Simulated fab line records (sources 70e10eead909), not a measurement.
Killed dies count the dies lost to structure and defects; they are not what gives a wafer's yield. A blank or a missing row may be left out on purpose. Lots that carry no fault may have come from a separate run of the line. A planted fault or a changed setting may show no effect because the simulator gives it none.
Matching of chambers + flow nandHarc + NHARC_A_SGD_CUT_DESCUM_14 on rieDiel-08: 4 sister chambers
The step chemistry O2, time 3 s. 4 wafers are shown with their chamber, then 11 later ones without.

WAFERS PAIRED WITH THEIR CHAMBERS
| wafer  | chamber | drypumpMotorCurrentA (A) |
|--------|---------|--------------------------|
| L089.2 | 3       | 5.2                      |
| L089.4 | 1       | 5.0                      |
| L089.6 | 0       | 5.0                      |
| L089.1 | 2       | 4.8                      |

WAFERS MISSING THEIR CHAMBER
| wafer  | drypumpMotorCurrentA (A) |
|--------|--------------------------|
| L089.3 | 4.9                      |
| L089.5 | 5.2                      |
| L092.1 | 4.8                      |
| L092.3 | 4.9                      |
| L092.5 | 5.0                      |
| L093.4 | 5.0                      |
| L093.5 | 4.8                      |
| L093.6 | 5.2                      |
| L096.2 | 5.2                      |
| L096.5 | 5.0                      |
| L096.6 | 4.8                      |

EACH ONE'S CHAMBER
| wafer  | from the rows above          | in truth |
|--------|------------------------------|----------|
| L089.3 | can't be placed: 0 or 1 or 2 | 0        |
| L089.5 | 3                            | 3        |
| L092.1 | 2                            | 2        |
| L092.3 | can't be placed: 0 or 1 or 2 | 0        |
| L092.5 | can't be placed: 0 or 1      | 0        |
| L093.4 | can't be placed: 0 or 1      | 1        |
| L093.5 | 2                            | 2        |
| L093.6 | 3                            | 3        |
| L096.2 | 3                            | 3        |
| L096.5 | can't be placed: 0 or 1      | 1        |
| L096.6 | 2                            | 2        |
6 of 11 placed correctly. Unplaceable from these rows: 5, with the true chamber sitting among the candidates in 5. Wrongly placed: 0.
How it was worked out, from the rows above alone: a wafer's distance from a chamber is the root of the sum, over the readings, of the square of ((its reading less the chamber's mean) divided by the reading's scatter). If the next closest chamber is less than 2 further off than the closest, the wafer can't be placed; otherwise it belongs to the closest. A chamber's mean is the mean of its shown wafers. The scatter: root of mean squared gap, hidden wafer to nearest shown wafer, with one shown wafer a chamber.
